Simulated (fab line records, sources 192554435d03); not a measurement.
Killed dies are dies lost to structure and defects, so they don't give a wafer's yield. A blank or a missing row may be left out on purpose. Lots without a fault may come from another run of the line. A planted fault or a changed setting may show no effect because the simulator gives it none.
Which tool did it? | flow n5_finfet | 8 lots, 24 wafers sampled, at 5 steps of a route of 1938

WHAT THE GAUGES READ, wafer by wafer
N5_BEOL_M3_INSPECT_30: inspects for defects (brightfield).
lot  | measured     | on                | raw_defect_count
L786 | day 9 08:44  | defect_inspect-01 | 423 506 435
L787 | day 9 08:48  | defect_inspect-01 | 374 307 394
L793 | day 10 18:07 | defect_inspect-01 | 369 286 393
L794 | day 11 08:56 | defect_inspect-02 | 563 829 508
L795 | day 11 10:19 | defect_inspect-01 | 369 337 382
L796 | day 11 15:14 | defect_inspect-01 | 1215 1526 1344
L800 | day 12 17:00 | defect_inspect-02 | 1210 1312 1178
L801 | day 13 05:56 | defect_inspect-01 | 501 330 536

WHICH TOOL RAN EACH LOT (tool, then ch and the chambers of the sampled wafers, then the start)
lot  | N5_BEOL_M3_PECVD_72             | N5_BEOL_M3_ETCH_63                 | N5_BEOL_M3_STRIP_66                | N5_BEOL_M3_STRIP_19
L786 | pecvd-04 ch 0,2, day 9 02:34    | rie_diel-06 ch 1,2,3, day 9 04:02  | rie_diel-06 ch 1,2,3, day 9 04:11  | rie_diel-01 ch 1,2,3, day 9 04:20
L787 | pecvd-02 ch 0,1,2, day 9 06:49  | rie_diel-01 ch 1,2,3, day 9 07:50  | rie_diel-01 ch 1,2,3, day 9 07:59  | rie_diel-01 ch 1,2, day 9 08:08
L793 | pecvd-01 ch 0,1,2, day 10 16:09 | rie_diel-06 ch 1,2,3, day 10 17:14 | rie_diel-06 ch 1,2,3, day 10 17:23 | rie_diel-01 ch 0,1, day 10 17:38
L794 | pecvd-01 ch 0,1, day 11 04:45   | rie_diel-01 ch 0,2,3, day 11 07:55 | rie_diel-01 ch 0,2,3, day 11 08:04 | rie_diel-01 ch 0,2,3, day 11 08:20
L795 | pecvd-01 ch 0,1,2, day 11 07:42 | rie_diel-03 ch 2,3, day 11 09:19   | rie_diel-03 ch 2,3, day 11 09:28   | rie_diel-03 ch 1,2,3, day 11 09:43
L796 | pecvd-04 ch 0,1,2, day 11 12:35 | rie_diel-06 ch 0,1, day 11 14:13   | rie_diel-06 ch 0,1, day 11 14:34   | rie_diel-01 ch 1,2, day 11 14:43
L800 | pecvd-04 ch 0,2, day 12 14:47   | rie_diel-06 ch 0,3, day 12 16:13   | rie_diel-06 ch 0,3, day 12 16:22   | rie_diel-03 ch 0,3, day 12 16:31
L801 | pecvd-01 ch 0,1, day 13 00:37   | rie_diel-01 ch 1,2,3, day 13 05:00 | rie_diel-01 ch 1,2,3, day 13 05:09 | rie_diel-06 ch 1,2,3, day 13 05:20
- N5_BEOL_M3_PECVD_72: deposits SiO2 from TEOS/O2, target thk 16 nm, time 18 s.
- N5_BEOL_M3_ETCH_63: etches SiARC in CF4, target depth 15.6 nm, time 26 s.
- N5_BEOL_M3_STRIP_66: strips in CF4.
- N5_BEOL_M3_STRIP_19: strips in O2.

THE ANSWER, worked out from the rows above alone
Rule: what is usual is taken from the lots themselves. Put in order of their means at a reading, lots are off if they are a third of the lots or fewer, leave a main group of 4 or more, and stand apart from it by a gap of 3 or more times the standard deviation of the main group's means; of several such gaps the widest counts. A main group whose means are all the same, to the digits that the tables above print for the reading, isn't used. A lot without any number at a reading at which 4 lots or more have one is off too. The other lots that the step has rows for count as sound.
Off: L796, L800, at N5_BEOL_M3_INSPECT_30 (raw_defect_count). The main group: mean 436, standard deviation 99.
A tool fits if, at a process step before that reading, it ran every lot that is off, and no sound lot after the first of them. The gauges at N5_BEOL_M3_INSPECT_30 are tried like those tools. Can't be told from this: 2 tools fit, pecvd-04 at N5_BEOL_M3_PECVD_72, rie_diel-06 at N5_BEOL_M3_ETCH_63 and N5_BEOL_M3_STRIP_66.

WHAT THE SIMULATOR HAD PUT IN
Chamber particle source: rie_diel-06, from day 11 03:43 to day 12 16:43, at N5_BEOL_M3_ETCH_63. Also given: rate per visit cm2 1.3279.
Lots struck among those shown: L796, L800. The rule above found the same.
